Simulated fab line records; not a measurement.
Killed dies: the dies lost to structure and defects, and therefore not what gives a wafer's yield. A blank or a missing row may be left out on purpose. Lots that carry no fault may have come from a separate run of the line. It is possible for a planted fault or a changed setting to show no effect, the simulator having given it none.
fab line records	flow nand_harc
[record] lots = 13	wafers = 37	last_day = 32
route steps=1302 shown A_DECK1_JOINT@530 A_ONON_D2@558 A_CHANNEL_HOLE_D2@571 END@1302
lots that met no fault: taken from a fault-free run of the same line
start_h: start of the lot's first displayed wafer, in hours after the record's first day	wait_h: hours elapsed since this lot's preceding step	" same as the row above	L1.1+2: several wafers, shown together as one row	- no value, or no start was given	* or withheld: withheld	< > ~ a bound
route shown NAME@n: a module of which the file shows steps, and the number in the route of the first	usual: mean and standard deviation over wafers with no fault	same: alike in all rows	chamber/n: place in a boat	sites: each site's reading	_std_site: how widely they spread, as a standard deviation	_edge_site: the outer-site mean with the inner-site mean subtracted	radius_mm: how far each site lies from the wafer's centre	mask NAME#n: copy n	behind: tool/chamber where the wafer was last shaped	hold: the reason the lot was held/the length of the hold in hours/how it ended	device: names the non-switching transistor (n, p or np)	end of line: tests of these same wafers at the route's end	a step without rows: its recipe alone	killed: the dies lost at the first sort to structure and to defects; this is not the yield of the wafer	map: shows each die of a wafer: x if killed, . if not, _ if none is there
set.NAME: setting as actually run; set.NAME@STEP: the setting as run at that earlier step	model.NAME: the simulator's own value behind a step, which no gauge read
route steps across a sampled set of lots; one table per step, one row per wafer
services: when a tool's chamber went out of use (start_h, in hours from the record's first day, below 0 if earlier), for how many hours, and the reason
[[steps]]
[step NHARC_A_DECK1_JOINT_ETCHBACK_00]
[recipe] target_depth_a = 300	time_s = 17.4	hbr_flow_sccm = 150	rf_w = 350	icp_w = 350	bias_w = 60	chemistry = HBr
[usual] drypump_motor_current_A = 5.5/0.35	oes_product_au = 1.003/0.0089	throttle_valve_pct = 23.265/0.0089
lot.wafer	tool	chamber	start_h	wait_h	drypump_motor_current_A	oes_product_au	rf_hours_counter_h	throttle_valve_pct
L911.2	rie_si-04	0	259.23	0.1	5.7	0.999	0.59	23.270
L911.3	"	2	"	"	5.0	1.011	0.64	23.269
L911.5	"	3	"	"	5.2	1.001	-	23.264
L914.4	rie_si-04	1	291.22	0.1	5.4	1.017	0.81	23.243
L914.3	"	2	"	"	5.0	1.014	0.79	23.278
L914.5	"	1	"	"	5.5	1.008	-	23.264
L913.4	rie_si-01	3	291.23	0.1	5.6	0.994	0.59	23.264
L913.2	"	0	"	"	5.6	1.004	0.58	23.276
L913.6	"	2	"	"	6.0	1.005	-	23.270
L915.2	rie_si-06	0	299.43	0.1	5.2	1.010	0.27	23.276
L915.5	"	2	"	"	6.1	1.000	-	23.264
L915.6	"	3	"	"	5.7	1.006	-	23.272
L918.2	rie_si-06	2	324.12	0.1	6.1	1.013	0.36	23.269
L919.3	rie_si-01	3	343.86	0.1	5.5	1.005	0.91	23.275
L919.4	"	0	"	"	5.6	0.993	0.85	23.254
L919.2	"	1	"	"	5.8	0.998	0.86	23.247
L925.2	rie_si-01	0	395.43	0.1	5.7	1.001	0.08	23.260
L925.4	"	2	"	"	6.0	0.992	0.09	23.261
L925.3	"	3	"	"	5.6	1.013	0.06	23.271
L926.4	rie_si-06	0	407.11	0.1	5.2	1.011	0.80	23.264
L926.6	"	3	"	"	5.7	0.994	-	23.271
L926.5	"	0	"	"	5.2	1.016	-	23.263
L927.3	rie_si-01	3	419.85	0.1	5.6	1.004	0.13	23.263
L927.4	"	1	"	"	5.8	1.002	0.22	23.270
L927.5	"	3	"	"	5.6	0.990	-	23.266
L929.1	rie_si-04	2	431.30	0.1	5.0	1.017	0.59	23.274
L929.6	"	2	"	"	5.0	1.005	-	23.259
L929.5	"	3	"	"	5.2	0.990	-	23.266
L928.3	rie_si-01	3	431.32	0.1	5.6	1.019	0.25	23.253
L928.4	"	0	"	"	5.7	1.019	0.30	23.258
L928.5	"	0	"	"	5.7	1.011	-	23.262
L931.4	rie_si-04	0	460.50	0.1	5.7	1.013	0.81	23.279
L931.1	"	3	"	"	5.3	0.984	0.89	23.269
L931.5	"	1	"	"	5.4	1.003	-	23.262
L933.3	rie_si-04	0	476.07	0.1	5.7	1.008	0.89	23.271
L933.1	"	2	"	"	5.0	1.005	0.89	23.263
L933.5	"	3	"	"	5.2	0.976	-	23.274
[step NHARC_A_DECK1_JOINT_THK_MEAS_17]
[recipe] thk_meas_gauge = ellipsometry
[usual] thk_nm = 45.1/1.3
lot.wafer	tool	chamber	start_h	wait_h	thk_nm
L911.2	film_metro-01	-	282.11	0.2	42.7
L911.3	"	-	"	"	45.4
L911.5	"	-	"	"	45.0
L913.2	film_metro-01	-	314.13	0.2	46.0
L913.4	"	-	"	"	46.1
L913.6	"	-	"	"	46.9
L914.3	film_metro-02	-	314.21	0.3	42.8
L914.4	"	-	"	"	43.9
L914.5	"	-	"	"	47.2
L915.2	film_metro-02	-	322.68	0.2	43.8
L915.5	"	-	"	"	44.3
L915.6	"	-	"	"	44.6
L918.2	film_metro-01	-	350.34	0.2	42.2
L919.2	film_metro-01	-	367.24	0.3	43.6
L919.3	"	-	"	"	43.7
L919.4	"	-	"	"	46.3
L925.2	film_metro-01	-	418.52	0.2	46.0
L925.3	"	-	"	"	45.4
L925.4	"	-	"	"	43.0
L926.4	film_metro-02	-	436.11	0.1	46.2
L926.5	"	-	"	"	46.1
L926.6	"	-	"	"	46.3
L927.3	film_metro-02	-	442.18	0.2	47.0
L927.4	"	-	"	"	46.4
L927.5	"	-	"	"	43.8
L929.1	film_metro-02	-	456.30	0.2	45.4
L929.5	"	-	"	"	46.2
L929.6	"	-	"	"	44.9
L928.3	film_metro-01	-	456.44	0.2	44.2
L928.4	"	-	"	"	46.6
L928.5	"	-	"	"	45.9
L931.1	film_metro-02	-	485.99	0.2	44.1
L931.4	"	-	"	"	44.3
L931.5	"	-	"	"	45.6
L933.1	film_metro-01	-	499.51	0.3	44.0
L933.3	"	-	"	"	43.9
L933.5	"	-	"	"	44.2
[step NHARC_A_ONON_D2_DEP_19]
[recipe] target_thk_a = 10000	n2_flow_sccm = 2750	n2o_flow_sccm = 2000	nh3_flow_sccm = 500	sih4_flow_sccm = 210	temp_c = 400
lot.wafer	tool	chamber	start_h	wait_h
L911.2+3+5	pecvd_onon-03	0	292.47	0.1
L913.2+4+6	pecvd_onon-01	0	326.93	0.1
L914.3+4+5	pecvd_onon-03	0	326.99	0.2
L915.2+5+6	pecvd_onon-03	0	334.27	0.1
L918.2	pecvd_onon-03	0	360.67	0.1
L919.2+3+4	pecvd_onon-03	0	377.56	0.1
L925.2+3+4	pecvd_onon-04	0	429.27	0.1
L926.4+5+6	pecvd_onon-01	0	447.11	0.2
L927.3+4+5	pecvd_onon-04	0	452.63	0.2
L929.1+5+6	pecvd_onon-01	0	469.90	0.1
L928.3+4+5	pecvd_onon-03	0	469.99	0.2
L931.1+4+5	pecvd_onon-01	0	496.63	0.1
L933.1+3+5	pecvd_onon-01	0	512.13	0.1
[step NHARC_A_ONON_D2_THK_MEAS_21]
[recipe] thk_meas_gauge = ellipsometry
[usual] thk_nm = 1001/11
lot.wafer	tool	chamber	start_h	wait_h	hold	thk_nm
L911.2	film_metro-02	-	292.93	-	-	1015
L911.3	"	-	"	"	-	1012
L911.5	"	-	"	"	-	1015
L913.2	film_metro-01	-	327.39	-	-	981
L913.4	"	-	"	"	-	982
L913.6	"	-	"	"	-	983
L914.3	film_metro-02	-	327.39	-	-	1013
L914.4	"	-	"	"	-	1015
L914.5	"	-	"	"	-	1014
L915.2	film_metro-02	-	334.73	-	-	989
L915.5	"	-	"	"	-	990
L915.6	"	-	"	"	-	989
L918.2	film_metro-01	-	361.12	-	await_dispo/0.2h/release	1400
L918.2	film_metro-01	-	361.29	0.2	-	1399
L919.2	film_metro-01	-	378.01	-	await_dispo/0.2h/release	1398
L919.3	"	-	"	"	await_dispo/0.2h/release	1004
L919.4	"	-	"	"	await_dispo/0.2h/release	1399
L919.2	film_metro-01	-	378.18	0.2	-	1401
L919.3	"	-	"	"	-	1004
L919.4	"	-	"	"	-	1400
L925.2	film_metro-01	-	429.73	-	-	991
L925.3	"	-	"	"	-	990
L925.4	"	-	"	"	-	990
L926.4	film_metro-01	-	447.45	-	-	983
L926.5	"	-	"	"	-	984
L926.6	"	-	"	"	-	984
L927.3	film_metro-01	-	453.03	-	-	1005
L927.4	"	-	"	"	-	1005
L927.5	"	-	"	"	-	1005
L928.3	film_metro-02	-	470.38	-	-	1012
L928.4	"	-	"	"	-	1013
L928.5	"	-	"	"	-	1015
L929.1	film_metro-02	-	470.40	-	-	1006
L929.5	"	-	"	"	-	1005
L929.6	"	-	"	"	-	1004
L931.1	film_metro-01	-	497.14	-	-	997
L931.4	"	-	"	"	-	998
L931.5	"	-	"	"	-	999
L933.1	film_metro-02	-	512.64	-	-	1016
L933.3	"	-	"	"	-	1016
L933.5	"	-	"	"	-	1015
[step NHARC_A_CHANNEL_HOLE_D2_DEP_01]
[recipe] target_thk_a = 1400	target_thk_nm = 140	temp_c = 400	pressure_torr = 3.5	flow_sccm = 200	rf_w = 350	material = SiON
[usual] chamber_pressure_Torr = 3.500/0.0075	heater_power_w = 817/110
lot.wafer	tool	chamber	start_h	wait_h	chamber_pressure_Torr	heater_power_w
L911.2	pecvd-03	2	299.63	1.3	3.514	742
L911.3	"	0	"	"	3.485	602
L911.5	"	1	"	"	3.499	876
L913.2	pecvd-03	0	331.70	1.4	3.498	625
L913.6	"	1	"	"	3.494	891
L913.4	"	2	"	"	3.515	772
L914.3	pecvd-04	1	331.74	1.0	3.502	830
L914.5	"	2	"	"	3.498	897
L914.4	"	0	"	"	3.486	791
L915.2	pecvd-03	1	339.37	1.4	3.500	999
L915.6	"	0	"	"	3.501	697
L915.5	"	1	"	"	3.515	988
L919.3	pecvd-03	2	384.35	1.0	3.518	759
L925.3	pecvd-04	1	435.91	1.0	3.503	795
L925.2	"	2	"	"	3.498	1010
L925.4	"	0	"	"	3.501	749
L926.6	pecvd-03	2	454.47	0.1	3.485	683
L926.4	"	0	"	"	3.501	664
L926.5	"	1	"	"	3.495	912
L927.3	pecvd-03	0	458.21	1.0	3.492	643
L927.5	"	1	"	"	3.506	950
L927.4	"	2	"	"	3.501	746
L928.3	pecvd-04	0	474.65	1.0	3.487	680
L928.5	"	2	"	"	3.496	858
L928.4	"	0	"	"	3.489	692
L929.1	pecvd-02	1	474.72	1.7	3.507	791
L929.5	"	2	"	"	3.499	777
L929.6	"	1	"	"	3.507	810
L931.1	pecvd-03	1	501.42	1.6	3.487	861
L931.5	"	0	"	"	3.499	599
L931.4	"	2	"	"	3.494	790
L933.3	pecvd-02	2	516.95	1.0	3.500	741
L933.1	"	0	"	"	3.508	896
L933.5	"	0	"	"	3.505	937
[step NHARC_END_SORT_01]
[recipe] temp_c = 25
[usual] killed_at_array = 53/20	killed_at_other = 1/1.2	killed_at_periphery = 3.7/2.6	killed_dies = 58/20	killed_open = 3.5/1.8	killed_short = 2.4/1.7
[same] gross_dies = 677
lot.wafer	tool	chamber	start_h	wait_h	hold	killed_at_array	killed_at_other	killed_at_periphery	killed_dies	killed_open	killed_short
L911.2	prober-01	0	564.45	2.8	-	39	0	0	39	1	1
L911.3	prober-01	0	565.25	3.1	-	47	0	6	53	5	4
L911.5	prober-01	0	566.86	3.7	-	52	0	2	54	4	6
L913.2	prober-01	0	602.36	2.8	-	25	0	2	27	0	1
L913.4	prober-01	0	603.96	3.4	-	34	0	1	35	3	2
L913.6	prober-01	0	605.55	4.0	-	35	1	3	39	3	3
L915.2	prober-02	0	602.41	2.8	-	53	3	3	59	1	3
L915.5	prober-02	0	604.82	3.7	-	46	2	5	53	2	6
L915.6	prober-02	0	605.62	4.0	-	49	3	4	56	6	1
L914.3	prober-01	0	611.02	3.1	-	103	2	6	111	3	2
L914.4	prober-01	0	611.82	3.4	-	81	1	5	87	2	2
L914.5	prober-01	0	612.63	3.7	-	86	3	4	93	7	1
L919.2	prober-01	0	654.16	2.8	await_dispo/2.2h/release	675	1	1	677	6	0
L919.3	prober-01	0	654.96	3.1	await_dispo/2.2h/release	37	2	2	41	0	4
L919.4	prober-01	0	655.75	3.4	await_dispo/2.2h/release	673	3	1	677	4	1
L918.2	prober-02	0	682.02	2.8	await_dispo/0.6h/release	673	1	3	677	3	6
L925.2	prober-02	0	697.41	2.8	-	75	3	4	82	6	3
L925.3	prober-02	0	698.22	3.1	-	63	3	3	69	7	6
L925.4	prober-02	0	699.03	3.4	-	85	1	5	91	4	3
L927.3	prober-01	0	725.73	3.1	-	61	0	0	61	1	3
L927.4	prober-01	0	726.53	3.4	-	75	0	1	76	1	1
L927.5	prober-01	0	727.34	3.7	-	72	1	3	76	7	2
L926.4	prober-02	0	726.52	3.4	-	44	1	5	50	3	3
L926.5	prober-02	0	727.31	3.7	-	34	1	6	41	4	2
L926.6	prober-02	0	728.11	4.0	-	35	1	3	39	5	2
L929.1	prober-02	0	737.99	2.5	-	27	0	0	27	4	0
L929.5	prober-02	0	741.11	3.6	-	57	1	2	60	5	3
L929.6	prober-02	0	741.89	3.9	-	26	1	1	28	4	3
L928.3	prober-01	0	739.52	3.1	-	55	2	4	61	2	2
L928.4	prober-01	0	740.32	3.4	-	43	0	2	45	4	0
L928.5	prober-01	0	741.12	3.7	-	44	0	2	46	3	0
L931.1	prober-02	0	773.38	2.5	-	25	6	7	38	5	2
L931.4	prober-02	0	775.78	3.4	-	32	0	4	36	7	0
L931.5	prober-02	0	776.58	3.7	-	25	1	9	35	3	5
L933.1	prober-01	0	773.43	2.5	-	56	2	11	69	5	2
L933.3	prober-01	0	775.04	3.1	-	55	1	4	60	4	0
L933.5	prober-01	0	776.65	3.7	-	42	0	7	49	4	1
// killed by level:class
L911.2 A_SLIT:chamber_film_flake=16 A_CONTACT:chamber_film_flake=9 A_STAIRCASE:chamber_film_flake=5 A_CHANNEL_HOLE_D2:chamber_film_flake=3 A_CHANNEL_FILL_D1:geometric_particle:short=1 A_CONTACT:geometric_particle:open=1 A_ZERO_WELL:chamber_film_flake=1 A_CHANNEL_HOLE_D1:chamber_film_flake=1
L911.3 A_SLIT:chamber_film_flake=25 P_GATE:chamber_film_flake=4 A_CHANNEL_HOLE_D2:chamber_film_flake=4 A_STAIRCASE:chamber_film_flake=3 A_CONTACT:chamber_film_flake=3 P_CONTACT:geometric_particle:open=2 A_WL_FILL:chamber_film_flake=2 A_SOURCE_PLATE:geometric_particle:short=1
L911.5 A_SLIT:chamber_film_flake=19 A_CONTACT:chamber_film_flake=8 A_STAIRCASE:chamber_film_flake=5 A_CHANNEL_HOLE_D2:chamber_film_flake=4 A_WL_FILL:chamber_film_flake=3 A_ONON_D1:geometric_particle:short=2 A_CHANNEL_HOLE_D1:chamber_film_flake=2 P_CONTACT:geometric_particle:short=1
L913.2 A_SLIT:chamber_film_flake=10 A_CHANNEL_HOLE_D2:chamber_film_flake=5 A_CONTACT:chamber_film_flake=4 A_CHANNEL_HOLE_D1:chamber_film_flake=2 A_STAIRCASE:chamber_film_flake=1 A_ONON_D2:geometric_particle:short=1 P_ZERO_WELL:chamber_film_flake=1 P_STI:chamber_film_flake=1
L915.2 A_CHANNEL_HOLE_D2:chamber_film_flake=37 A_CHANNEL_HOLE_D1:chamber_film_flake=6 THIN_TSV:chamber_film_flake=3 P_GATE:chamber_film_flake=2 A_CHANNEL_FILL_D1:chamber_film_flake=2 A_SLIT:chamber_film_flake=2 A_CHANNEL_HOLE_D1:geometric_particle:short=1 A_CHANNEL_FILL_D1:geometric_particle:short=1
L913.4 A_SLIT:chamber_film_flake=13 A_CHANNEL_HOLE_D2:chamber_film_flake=7 A_CONTACT:chamber_film_flake=5 A_STAIRCASE:chamber_film_flake=3 P_M0:geometric_particle:open=1 A_ONON_D1:geometric_particle:short=1 A_ONON_D2:geometric_particle:open=1 A_CHANNEL_FILL_D2:geometric_particle:short=1
L915.5 A_CHANNEL_HOLE_D2:chamber_film_flake=30 P_GATE:chamber_film_flake=3 A_STAIRCASE:chamber_film_flake=3 A_ONON_D2:geometric_particle:short=2 A_CHANNEL_HOLE_D1:chamber_film_flake=2 THIN_TSV:chamber_film_flake=2 A_SOURCE_PLATE:geometric_particle:short=1 A_ONON_D1:geometric_particle:short=1
L913.6 A_SLIT:chamber_film_flake=12 A_CONTACT:chamber_film_flake=11 A_ONON_D2:geometric_particle:short=2 A_CHANNEL_FILL_D2:geometric_particle:open=2 A_DECK1_JOINT:chamber_film_flake=2 A_CHANNEL_HOLE_D2:chamber_film_flake=2 A_STAIRCASE:chamber_film_flake=2 P_CONTACT:geometric_particle:open=1
L915.6 A_CHANNEL_HOLE_D2:chamber_film_flake=36 A_CONTACT:chamber_film_flake=3 THIN_TSV:chamber_film_flake=3 A_DECK1_JOINT:geometric_particle:open=2 P_ZERO_WELL:chamber_film_flake=2 A_STAIRCASE:chamber_film_flake=2 P_CONTACT:geometric_particle:open=1 A_ONON_D1:geometric_particle:open=1
L914.3 A_CHANNEL_HOLE_D1:chamber_film_flake=36 A_CHANNEL_HOLE_D2:chamber_film_flake=34 A_SLIT:chamber_film_flake=26 P_GATE:chamber_film_flake=3 A_CONTACT:geometric_particle:short=2 P_ZERO_WELL:chamber_film_flake=2 A_WL_FILL:chamber_film_flake=2 THIN_TSV:chamber_film_flake=2
L914.4 A_CHANNEL_HOLE_D2:chamber_film_flake=30 A_CHANNEL_HOLE_D1:chamber_film_flake=28 A_SLIT:chamber_film_flake=12 A_STAIRCASE:chamber_film_flake=3 P_GATE:chamber_film_flake=2 A_ZERO_WELL:chamber_film_flake=2 A_CHANNEL_FILL_D1:geometric_particle:short=1 A_DECK1_JOINT:geometric_particle:short=1
L914.5 A_CHANNEL_HOLE_D2:chamber_film_flake=35 A_CHANNEL_HOLE_D1:chamber_film_flake=27 A_SLIT:chamber_film_flake=11 A_CONTACT:chamber_film_flake=4 A_ONON_D2:geometric_particle:open=3 A_WL_FILL:chamber_film_flake=2 THIN_TSV:chamber_film_flake=2 P_M0:geometric_particle:open=1
L919.2 A_ONON_D2:area_dep=620 A_SLIT:chamber_film_flake=29 A_STAIRCASE:chamber_film_flake=6 A_CHANNEL_HOLE_D2:chamber_film_flake=5 A_CHANNEL_FILL_D2:chamber_film_flake=3 A_CONTACT:chamber_film_flake=3 A_CHANNEL_HOLE_D1:chamber_film_flake=2 A_ONON_D1:geometric_particle:open=1
L919.3 A_SLIT:chamber_film_flake=10 A_CHANNEL_HOLE_D2:chamber_film_flake=7 A_CHANNEL_FILL_D2:chamber_film_flake=6 A_CHANNEL_HOLE_D1:chamber_film_flake=5 A_STAIRCASE:chamber_film_flake=3 P_M2:chamber_film_flake=2 THIN_TSV:chamber_film_flake=2 A_CONTACT:chamber_film_flake=2
L919.4 A_ONON_D2:area_dep=615 A_SLIT:chamber_film_flake=24 A_CHANNEL_HOLE_D2:chamber_film_flake=11 A_CHANNEL_FILL_D2:chamber_film_flake=6 A_STAIRCASE:chamber_film_flake=5 A_CHANNEL_HOLE_D1:chamber_film_flake=4 THIN_TSV:chamber_film_flake=3 A_ONON_D1:geometric_particle:short=1
L918.2 A_ONON_D2:area_dep=597 A_CHANNEL_HOLE_D2:chamber_film_flake=36 A_CHANNEL_HOLE_D1:chamber_film_flake=29 A_STAIRCASE:chamber_film_flake=3 A_ONON_D2:geometric_particle:short=2 A_WL_FILL:geometric_particle:short=2 P_GATE:geometric_particle:open=1 P_CONTACT:geometric_particle:open=1
L925.2 A_CHANNEL_HOLE_D1:chamber_film_flake=27 A_CHANNEL_HOLE_D2:chamber_film_flake=16 A_SLIT:chamber_film_flake=16 A_CONTACT:chamber_film_flake=6 THIN_TSV:chamber_film_flake=3 A_DECK1_JOINT:geometric_particle:short=2 A_M0:geometric_particle:open=2 P_GATE:chamber_film_flake=2
L925.3 A_CHANNEL_HOLE_D1:chamber_film_flake=32 A_SLIT:chamber_film_flake=13 A_CHANNEL_HOLE_D2:chamber_film_flake=4 A_CONTACT:chamber_film_flake=4 P_GATE:geometric_particle:short=2 A_DECK1_JOINT:geometric_particle:open=2 A_CONTACT:geometric_particle:open=2 THIN_TSV:chamber_film_flake=2
L925.4 A_CHANNEL_HOLE_D1:chamber_film_flake=33 A_SLIT:chamber_film_flake=23 A_CHANNEL_HOLE_D2:chamber_film_flake=14 A_CONTACT:chamber_film_flake=8 P_ZERO_WELL:chamber_film_flake=2 P_CONTACT:geometric_particle:open=1 P_M0:geometric_particle:open=1 A_ONON_D1:geometric_particle:short=1
L927.3 A_CHANNEL_HOLE_D1:chamber_film_flake=34 A_SLIT:chamber_film_flake=17 A_CONTACT:chamber_film_flake=4 A_SOURCE_PLATE:geometric_particle:short=1 A_ONON_D2:geometric_particle:open=1 A_SGD_CUT:geometric_particle:short=1 A_WL_FILL:geometric_particle:short=1 A_DECK1_JOINT:chamber_film_flake=1
L926.4 A_CHANNEL_HOLE_D1:chamber_film_flake=13 A_CHANNEL_HOLE_D2:chamber_film_flake=10 A_CONTACT:chamber_film_flake=6 A_SLIT:chamber_film_flake=5 P_M1:chamber_film_flake=3 A_CHANNEL_FILL_D2:chamber_film_flake=3 P_M0:geometric_particle:short=1 A_CONTACT:geometric_particle:open=1
L927.4 A_SLIT:chamber_film_flake=36 A_CHANNEL_HOLE_D1:chamber_film_flake=32 A_CONTACT:chamber_film_flake=4 A_CHANNEL_FILL_D1:geometric_particle:open=1 A_CHANNEL_FILL_D2:geometric_particle:short=1 P_GATE:chamber_film_flake=1 A_ZERO_WELL:chamber_film_flake=1
L926.5 A_CHANNEL_HOLE_D2:chamber_film_flake=20 A_SLIT:chamber_film_flake=5 A_CHANNEL_HOLE_D1:chamber_film_flake=4 P_GATE:geometric_particle:open=1 P_CONTACT:geometric_particle:open=1 P_M1:geometric_particle:open=1 A_DECK1_JOINT:geometric_particle:open=1 A_CHANNEL_HOLE_D2:geometric_particle:short=1
L927.5 A_SLIT:chamber_film_flake=31 A_CHANNEL_HOLE_D1:chamber_film_flake=27 A_WL_FILL:chamber_film_flake=3 A_CHANNEL_FILL_D1:geometric_particle:open=2 A_DECK1_JOINT:chamber_film_flake=2 P_CONTACT:geometric_particle:short=1 P_CONTACT:geometric_particle:open=1 A_DECK1_JOINT:geometric_particle:open=1
L926.6 A_CHANNEL_HOLE_D2:chamber_film_flake=12 A_CONTACT:chamber_film_flake=6 A_CHANNEL_HOLE_D1:chamber_film_flake=5 A_SLIT:chamber_film_flake=4 A_STAIRCASE:chamber_film_flake=2 A_BONDPAD:chamber_film_flake=2 P_GATE:geometric_particle:open=1 P_M0:geometric_particle:short=1
L929.1 A_SLIT:chamber_film_flake=8 A_CHANNEL_HOLE_D2:chamber_film_flake=6 A_CONTACT:chamber_film_flake=3 A_CHANNEL_FILL_D2:geometric_particle:open=2 A_CHANNEL_HOLE_D1:chamber_film_flake=2 A_ONON_D1:geometric_particle:open=1 A_BLC:geometric_particle:open=1 A_CHANNEL_FILL_D1:chamber_film_flake=1
L928.3 A_CHANNEL_HOLE_D1:chamber_film_flake=34 A_CONTACT:chamber_film_flake=12 P_STI:chamber_film_flake=4 A_M0:chamber_film_flake=3 A_STAIRCASE:chamber_film_flake=2 A_WL_FILL:geometric_particle:short=1 A_WL_FILL:geometric_particle:open=1 A_CONTACT:geometric_particle:open=1
L928.4 A_CHANNEL_HOLE_D1:chamber_film_flake=25 A_CONTACT:chamber_film_flake=8 A_SLIT:chamber_film_flake=4 A_STAIRCASE:chamber_film_flake=2 P_M2:geometric_particle:open=1 A_ONON_D1:geometric_particle:open=1 A_ONON_D2:geometric_particle:open=1 A_CHANNEL_FILL_D2:geometric_particle:open=1
L929.5 A_SLIT:chamber_film_flake=25 A_CHANNEL_HOLE_D2:chamber_film_flake=16 A_STAIRCASE:chamber_film_flake=5 A_CHANNEL_HOLE_D1:chamber_film_flake=3 P_CONTACT:geometric_particle:open=2 A_CHANNEL_FILL_D1:geometric_particle:short=1 A_DECK1_JOINT:geometric_particle:short=1 A_ONON_D2:geometric_particle:open=1
L928.5 A_CHANNEL_HOLE_D1:chamber_film_flake=26 A_SLIT:chamber_film_flake=7 A_CONTACT:chamber_film_flake=4 A_M0:chamber_film_flake=3 A_ONON_D1:geometric_particle:open=1 A_DECK1_JOINT:geometric_particle:open=1 A_CONTACT:geometric_particle:open=1 P_STI:chamber_film_flake=1
L929.6 A_SLIT:chamber_film_flake=13 A_CHANNEL_HOLE_D1:chamber_film_flake=3 A_BLC:geometric_particle:open=2 A_M1:geometric_particle:short=2 A_CHANNEL_HOLE_D2:chamber_film_flake=2 P_GATE:geometric_particle:open=1 A_ONON_D2:geometric_particle:open=1 A_SGD_CUT:geometric_particle:short=1
L931.1 A_SLIT:chamber_film_flake=9 A_CONTACT:chamber_film_flake=6 THIN_TSV:chamber_film_flake=5 P_CONTACT:chamber_film_flake=4 P_CONTACT:geometric_particle:open=2 A_CHANNEL_FILL_D2:chamber_film_flake=2 A_ONON_D2:geometric_particle:open=1 A_CHANNEL_HOLE_D2:geometric_particle:short=1
L933.1 A_CHANNEL_HOLE_D1:chamber_film_flake=19 A_CHANNEL_HOLE_D2:chamber_film_flake=15 A_CONTACT:chamber_film_flake=9 A_SLIT:chamber_film_flake=5 P_GATE:chamber_film_flake=4 A_BLC:geometric_particle:open=2 P_BONDPAD:chamber_film_flake=2 A_CHANNEL_FILL_D1:chamber_film_flake=2
L933.3 A_CHANNEL_HOLE_D2:chamber_film_flake=17 A_CHANNEL_HOLE_D1:chamber_film_flake=12 A_CONTACT:chamber_film_flake=10 A_SLIT:chamber_film_flake=9 A_CHANNEL_HOLE_D2:geometric_particle:open=2 A_STAIRCASE:chamber_film_flake=2 A_M0:chamber_film_flake=2 P_GATE:geometric_particle:open=1
L931.4 A_CONTACT:chamber_film_flake=10 A_SLIT:chamber_film_flake=8 A_CHANNEL_HOLE_D1:chamber_film_flake=5 P_CONTACT:geometric_particle:open=2 P_CONTACT:chamber_film_flake=2 A_STAIRCASE:chamber_film_flake=2 A_DECK1_JOINT:geometric_particle:open=1 A_ONON_D2:geometric_particle:open=1
L931.5 A_CONTACT:chamber_film_flake=9 P_ZERO_WELL:chamber_film_flake=4 P_CONTACT:chamber_film_flake=3 A_STAIRCASE:chamber_film_flake=3 A_M0:geometric_particle:open=2 A_CHANNEL_HOLE_D1:chamber_film_flake=2 A_SLIT:chamber_film_flake=2 P_M1:geometric_particle:short=1
L933.5 A_CHANNEL_HOLE_D2:chamber_film_flake=10 A_CHANNEL_HOLE_D1:chamber_film_flake=9 A_CONTACT:chamber_film_flake=8 P_GATE:chamber_film_flake=4 A_SLIT:chamber_film_flake=4 A_CHANNEL_FILL_D1:chamber_film_flake=3 A_M0:chamber_film_flake=3 P_M0:geometric_particle:open=1
[[services]]
tool	chamber	start_h	hours	kind
rie_si-06	-	249.00	9.0	pm
rie_si-01	1	253.05	6.5	repair
pecvd_onon-01	-	269.00	13.0	pm
pecvd-04	-	269.15	13.0	pm
pecvd-02	-	288.22	0.7	repair
rie_si-06	-	291.19	1.2	repair
pecvd-02	0	293.24	2.4	repair
pecvd_onon-03	-	296.79	4.9	repair
rie_si-04	0	310.48	5.7	repair
pecvd_onon-04	-	311.30	13.0	pm
pecvd_onon-01	-	312.38	3.4	repair
rie_si-04	-	342.00	9.0	pm
pecvd-03	-	348.66	0.8	repair
pecvd-03	-	366.27	13.0	pm
rie_si-01	-	370.00	9.0	pm
pecvd_onon-03	-	408.00	13.0	pm
pecvd-04	-	420.86	0.9	repair
rie_si-04	2	422.68	3.8	repair
rie_si-06	-	426.00	9.0	pm
pecvd_onon-01	-	450.00	13.0	pm
pecvd-04	-	450.15	13.0	pm
rie_si-01	1	482.61	2.0	repair
pecvd-03	0	510.37	4.9	repair
pecvd-04	-	516.54	1.6	repair
[[key]]
[first_sign] step = NHARC_A_ONON_D2_THK_MEAS_21	reading = visit	direction = added
[effect] step = NHARC_A_ONON_D2_THK_MEAS_21	reading = thk_nm	direction = up	sigmas = 37	usual = 1001	struck = 1399
[effect] step = NHARC_END_SORT_01	reading = killed_at_array	direction = up	sigmas = 32	usual = 53	struck = 674
[more_kills_born_at] NHARC_A_ONON_D2_DEP_19@pecvd_onon-03 = 1832
met_at NHARC_A_ONON_D2_DEP_19
struck_lots L918,L919
struck_wafers L918.2,L919.2,L919.4
later_rows_left_out L918.2,L919.2,L919.4
tester_left_out L918,L919
not_acting_at NHARC_A_DECK1_JOINT_ETCHBACK_00,NHARC_A_DECK1_JOINT_THK_MEAS_17,NHARC_A_CHANNEL_HOLE_D2_DEP_01
onset_between 334.27 360.67
[fault] kind = process_parameter_drift	tool = pecvd_onon-03	chamber = -	onset_h = 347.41	steps = NHARC_A_ONON_D2_DEP_19	channel = target_thk_a	offset = *	shape = step	end_h = 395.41	scope = struck_wafers_only	acts_in = *	stated = *
// tester_left_out: of these lots the tester's yield and bins aren't shown, on N5 and GAA mostly nor the transistor test; their killed dies are dies lost to structure and defects alone, not to doping, threshold or leakage, so they don't give the yield
// later_rows_left_out: the simulator's readings of these wafers behind a module that went badly wrong aren't trusted and aren't shown, but for the sort
